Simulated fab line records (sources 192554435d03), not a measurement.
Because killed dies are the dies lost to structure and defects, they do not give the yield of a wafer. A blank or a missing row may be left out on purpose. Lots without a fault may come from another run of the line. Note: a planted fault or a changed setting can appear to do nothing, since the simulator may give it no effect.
Chamber matching || flow n5-finfet || N5_BEOL_M6_CURE_74 on uv-cure-03: 3 sister chambers
The step cures SiCOH lowk, time 240 s. 3 wafers are shown with their chamber, then 12 later ones without.

EACH WAFER AND ITS CHAMBER
{"wafer": "L082.5", "chamber": 0, "wafer_temp_C_max": 386.6}
{"wafer": "L084.6", "chamber": 2, "wafer_temp_C_max": 386.0}
{"wafer": "L086.5", "chamber": 1, "wafer_temp_C_max": 387.4}

WAFERS MISSING THEIR CHAMBER
{"wafer": "L089.1", "wafer_temp_C_max": 386.8}
{"wafer": "L089.3", "wafer_temp_C_max": 387.2}
{"wafer": "L089.4", "wafer_temp_C_max": 387.0}
{"wafer": "L090.2", "wafer_temp_C_max": 387.2}
{"wafer": "L090.3", "wafer_temp_C_max": 386.1}
{"wafer": "L090.4", "wafer_temp_C_max": 386.0}
{"wafer": "L088.1", "wafer_temp_C_max": 386.7}
{"wafer": "L088.2", "wafer_temp_C_max": 386.5}
{"wafer": "L088.5", "wafer_temp_C_max": 386.3}
{"wafer": "L091.3", "wafer_temp_C_max": 387.2}
{"wafer": "L091.5", "wafer_temp_C_max": 387.1}
{"wafer": "L091.6", "wafer_temp_C_max": 386.8}

WHICH CHAMBER EACH WENT THROUGH
{"wafer": "L089.1", "from the rows above": "can't be placed: 0 or 1", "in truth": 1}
{"wafer": "L089.3", "from the rows above": "can't be placed: 1 or 0", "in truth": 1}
{"wafer": "L089.4", "from the rows above": "can't be placed: 0 or 1", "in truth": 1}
{"wafer": "L090.2", "from the rows above": "can't be placed: 1 or 0", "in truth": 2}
{"wafer": "L090.3", "from the rows above": "can't be placed: 2 or 0", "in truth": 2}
{"wafer": "L090.4", "from the rows above": 2, "in truth": 2}
{"wafer": "L088.1", "from the rows above": 0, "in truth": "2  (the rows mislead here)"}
{"wafer": "L088.2", "from the rows above": "can't be placed: 0 or 2", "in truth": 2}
{"wafer": "L088.5", "from the rows above": "can't be placed: 0 or 2", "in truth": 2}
{"wafer": "L091.3", "from the rows above": "can't be placed: 1 or 0", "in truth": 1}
{"wafer": "L091.5", "from the rows above": "can't be placed: 1 or 0", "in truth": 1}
{"wafer": "L091.6", "from the rows above": "can't be placed: 0 or 1", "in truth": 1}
1 of 12 placed correctly. These rows do not allow placing 10 (true chamber among the candidates in 9). Number placed wrongly: 1.
How it was worked out, from the rows above alone: a wafer's distance from a chamber is the root of the sum, over the readings, of the square of ((its reading less the chamber's mean) divided by the reading's scatter). The wafer belongs to the nearest chamber; if the next one is less than 2 further off, it can't be placed. For every chamber, the mean is computed from those of its wafers that are shown. The scatter: with one shown wafer a chamber, the root of the mean of the squares of how far each hidden wafer lies from its nearest shown one.
